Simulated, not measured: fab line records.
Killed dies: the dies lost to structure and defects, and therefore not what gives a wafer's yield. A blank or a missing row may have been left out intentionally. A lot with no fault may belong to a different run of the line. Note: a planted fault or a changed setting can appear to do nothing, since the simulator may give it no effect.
The tool behind it: which one?	flow nand harc	10 lots with 30 wafers sampled at 7 steps, on a route of 1302 steps

## WHAT THE GAUGES SHOWED, per wafer
NHARC_A_CHANNEL_HOLE_D2_INSPECT_12.
lot	measured	on	raw defect count
L788	day 13 12:50	defect inspect-02	2 8 7
L790	day 13 20:23	defect inspect-02	4 9 2
L792	day 14 21:55	defect inspect-02	8 4 7
L791	day 14 22:07	defect inspect-02	49 51 56
L797	day 17 09:23	defect inspect-01	60 58 41
L800	day 17 18:34	defect inspect-01	57 52 51
L806	day 20 08:28	defect inspect-02	18 26 21
L805	day 20 12:11	defect inspect-01	69 55 58
L809	day 21 19:34	defect inspect-02	18 22 23
L808	day 21 19:49	defect inspect-01	3 3 10

NHARC_A_CHANNEL_HOLE_D2_CD_MEAS_31.
lot	measured	on	cd nm (nm)
L788	day 13 22:17	cd sem-01	91.6 89.1 90.0
L790	day 14 03:22	cd sem-01	0.8 3.2 0.1
L792	day 15 06:41	cd sem-02	1.8 2.1 0.0
L791	day 15 08:53	cd sem-02	2.5 2.8 3.4
L797	day 17 23:37	cd sem-03	91.0 88.6 92.0
L800	day 18 05:19	cd sem-02	88.5 90.4 86.7
L806	day 20 17:28	cd sem-02	88.0 87.9 87.2
L805	day 20 21:38	cd sem-02	89.4 87.5 86.6
L809	day 22 02:34	cd sem-03	86.8 89.1 89.0
L808	day 22 02:38	cd sem-01	90.3 89.7 89.4

NHARC_END_SORT_01.
lot	measured	on	killed at array	killed at other	killed at periphery	killed dies	killed open	killed short
L790	day 25 17:35	prober-01	673 674 672	2 2 0	2 1 5	677 677 677	4 3 3	3 3 1
L792	day 27 00:02	prober-02	668 672 676	0 0 0	9 5 1	677 677 677	6 6 2	3 7 8
L791	day 27 07:04	prober-02	674 671 674	0 0 0	3 6 3	677 677 677	2 9 7	4 6 1
L797	day 28 16:09	prober-02	48	1	4	53	0	4
L800	day 29 01:25	prober-02	80 75 85	1 2 1	3 2 3	84 79 89	3 1 2	3 2 1

## WHICH TOOL RAN EACH LOT (tool, then ch and the chambers of the sampled wafers, then the start)
lot	NHARC_A_CHANNEL_HOLE_D2_ETCH_16	NHARC_A_CHANNEL_HOLE_D2_ETCH_21	NHARC_A_CHANNEL_HOLE_D2_ETCH_23	NHARC_A_CHANNEL_HOLE_D2_XSEM_32
L788	rie diel-11 ch 0,1,3, day 13 16:52 or earlier	har etch-01 ch 0,1, day 13 16:52	har etch-01 ch 0,1, day 13 17:53	xsem-01 ch 0, day 13 22:23
L790	rie diel-11 ch 1,2, day 13 22:11 or earlier	har etch-01 ch 0,1, day 13 22:11	har etch-01 ch 0,1, day 13 23:14	xsem-01 ch 0, day 14 03:27
L792	rie diel-04 ch 1,2,3, day 15 01:37 or earlier	har etch-01 ch 0,1, day 15 01:37	har etch-01 ch 0,1, day 15 02:37	xsem-01 ch 0, day 15 06:47
L791	rie diel-11 ch 0,3, day 15 03:53 or earlier	har etch-02 ch 0,1, day 15 03:53	har etch-02 ch 0,1, day 15 04:56	xsem-02 ch 0, day 15 08:59
L797	rie diel-04 ch 0,1,3, day 17 18:23 or earlier	har etch-02 ch 0,1, day 17 18:23	har etch-02 ch 0,1, day 17 19:23	xsem-02 ch 0, day 17 23:42
L800	rie diel-11 ch 0,3, day 18 00:14 or earlier	har etch-01 ch 0,1, day 18 00:14	har etch-01 ch 0,1, day 18 01:15	xsem-01 ch 0, day 18 05:24
L806	rie diel-11 ch 1,2,3, day 20 12:22 or earlier	har etch-01 ch 0,1, day 20 12:22	har etch-01 ch 0,1, day 20 13:22	xsem-02 ch 0, day 20 17:34
L805	rie diel-04 ch 0,1,3, day 20 16:37 or earlier	har etch-01 ch 0,1, day 20 16:37	har etch-01 ch 0,1, day 20 17:40	xsem-01 ch 0, day 20 21:44
L809	rie diel-06 ch 1,2, day 21 21:31 or earlier	har etch-01 ch 0,1, day 21 21:31	har etch-01 ch 0,1, day 21 22:35	xsem-01 ch 0, day 22 02:39
L808	rie diel-04 ch 0,1,2, day 21 21:38 or earlier	har etch-02 ch 1, day 21 21:38	har etch-02 ch 1, day 21 22:41	xsem-02 ch 0, day 22 02:43
- NHARC_A_CHANNEL_HOLE_D2_ETCH_16: etches the open film in O2/COS, target depth 3100 nm, time 806 s.
- NHARC_A_CHANNEL_HOLE_D2_ETCH_21: etches the open film in C4F8/O2/Ar, time 514.3 s, target depth 1600 nm.
- NHARC_A_CHANNEL_HOLE_D2_ETCH_23: etches the open film in C4F8/O2/Ar, time 819 s, target depth 1600 nm.
- NHARC_A_CHANNEL_HOLE_D2_XSEM_32

## WHAT THE TOOLS THEMSELVES READ (means of the sampled wafers that have a number; where no wafer has one, the mark that the record gives instead)
NHARC_A_CHANNEL_HOLE_D2_ETCH_16.
lot	tool	bias w (W)	chamber pressure mTorr (mTorr)	cos flow sccm (sccm)	drypump motor current A (A)	mfc ar sccm (sccm)	oes product au (a.u.)	rf fwd power W (W)	rf vpp V (V)	showerhead plenum p Torr (Torr)	throttle valve pct (%)
L788	rie diel-11	299.2	19.994	19.97	5.4	0.009	0.996	499.3	315.3	3.17	28.330
L790	rie diel-11	299.5	20.010	20.03	5.2	0.013	1.005	499.4	314.5	3.13	28.334
L792	rie diel-04	299.3	19.999	19.95	5.2	0.005	1.011	499.1	315.3	3.13	28.332
L791	rie diel-11	299.4	19.995	19.96	5.6	0.004	1.005	500.3	315.7	3.21	28.329
L797	rie diel-04	300.1	19.991	19.95	5.5	0.000	0.998	499.0	313.7	3.07	28.338
L800	rie diel-11	299.6	19.993	20.05	5.6	0.004	1.016	499.1	316.1	3.20	28.323
L806	rie diel-11	299.3	20.004	19.99	5.3	0.009	0.995	500.5	314.1	3.16	28.327
L805	rie diel-04	300.1	20.012	20.00	5.6	0.000	1.000	498.9	312.6	3.07	28.332
L809	rie diel-06	299.0	20.007	20.02	5.8	0.007	0.995	498.3	313.9	3.07	28.323
L808	rie diel-04	300.1	19.986	19.97	5.6	0.005	1.007	501.1	313.9	3.11	28.330

NHARC_A_CHANNEL_HOLE_D2_ETCH_21.
lot	tool	c4f8 flow sccm (sccm)	chamber pressure mTorr (mTorr)	drypump motor current A (A)	mfc ar sccm (sccm)	showerhead plenum p Torr (Torr)	throttle valve pct (%)
L788	har etch-01	89.25	19.996	5.7	374.8	3.697	32.159
L790	har etch-01	-	-	-	-	-	-
L792	har etch-01	-	-	-	-	-	-
L791	har etch-02	-	-	-	-	-	-
L797	har etch-02	89.61	19.974	5.9	374.0	3.692	32.160
L800	har etch-01	89.14	20.003	5.7	375.3	3.666	32.160
L806	har etch-01	89.31	19.998	5.7	374.9	3.647	32.160
L805	har etch-01	89.12	19.996	5.7	374.8	3.645	32.151
L809	har etch-01	89.16	19.994	5.7	374.2	3.638	32.154
L808	har etch-02	89.30	19.996	4.8	375.1	3.632	32.138

NHARC_A_CHANNEL_HOLE_D2_ETCH_23.
lot	tool	c4f8 flow sccm (sccm)	chamber pressure mTorr (mTorr)	drypump motor current A (A)	mfc ar sccm (sccm)	showerhead plenum p Torr (Torr)	throttle valve pct (%)
L788	har etch-01	89.26	20.012	5.7	375.7	3.696	32.145
L790	har etch-01	89.46	19.994	5.6	375.5	3.694	32.141
L792	har etch-01	89.35	20.009	5.7	376.0	3.690	32.159
L791	har etch-02	89.35	19.977	5.3	375.3	3.696	32.153
L797	har etch-02	89.29	19.993	5.9	375.1	3.692	32.150
L800	har etch-01	88.99	19.998	5.6	375.2	3.665	32.148
L806	har etch-01	88.99	19.993	5.7	376.0	3.646	32.150
L805	har etch-01	89.07	19.999	5.7	375.8	3.644	32.148
L809	har etch-01	89.21	19.992	5.7	373.9	3.638	32.150
L808	har etch-02	88.91	19.994	4.8	374.1	3.632	32.165

NHARC_A_CHANNEL_HOLE_D2_XSEM_32.
lot	tool	bot cd nm (nm)	bow nm (nm)	tilt deg (degrees)
L788	xsem-01	74.5	8.73	0.03
L790	xsem-01	1.0	0.38	0.04
L792	xsem-01	1.2	0.19	0.03
L791	xsem-02	2.8	0.44	0.02
L797	xsem-02	75.5	8.42	0.04
L800	xsem-01	72.9	8.53	0.11
L806	xsem-02	72.4	8.79	0.14
L805	xsem-01	72.6	8.95	0.08
L809	xsem-01	72.7	8.41	0.09
L808	xsem-02	75.1	9.12	0.06

## THE ANSWER, worked out from the rows above alone
Rule: what is usual is taken from the lots themselves. Put in order of their means at a reading, lots are off if they are a third of the lots or fewer, leave a main group of 4 or more, and stand apart from it by a gap of 3 or more times the standard deviation of the main group's means; of several such gaps the widest counts. A main group is skipped when, at the precision printed for the reading in the tables above, its means are all equal. A lot without any number at a reading at which 4 lots or more have one is off too. Any other lot the step has rows for is counted as sound. Order of review: gauges by route order, followed by the tools' own readings, for which a lot's mean as printed above is used. The first step at which some lot is off is used, and at that step the reading that is off furthest; a lot without a number counts as furthest.
Off, at NHARC_A_CHANNEL_HOLE_D2_CD_MEAS_31 on cd nm: L790, L792, L791. The main group: mean 89.0 nm, standard deviation 1.1.
If a tool, at a process step before that reading, ran all the lots that are off and no sound lot after the first of them, it fits. The gauges at NHARC_A_CHANNEL_HOLE_D2_CD_MEAS_31 aren't tried: what is off there is off at NHARC_A_CHANNEL_HOLE_D2_ETCH_21 too, on other tools, and a gauge's error can't cause that. NHARC_A_CHANNEL_HOLE_D2_ETCH_16: start missing for some lots; hours and lot order therefore follow NHARC_A_CHANNEL_HOLE_D2_ETCH_21. None of those tried fits.

## WHAT WAS PUT IN BY THE SIMULATOR
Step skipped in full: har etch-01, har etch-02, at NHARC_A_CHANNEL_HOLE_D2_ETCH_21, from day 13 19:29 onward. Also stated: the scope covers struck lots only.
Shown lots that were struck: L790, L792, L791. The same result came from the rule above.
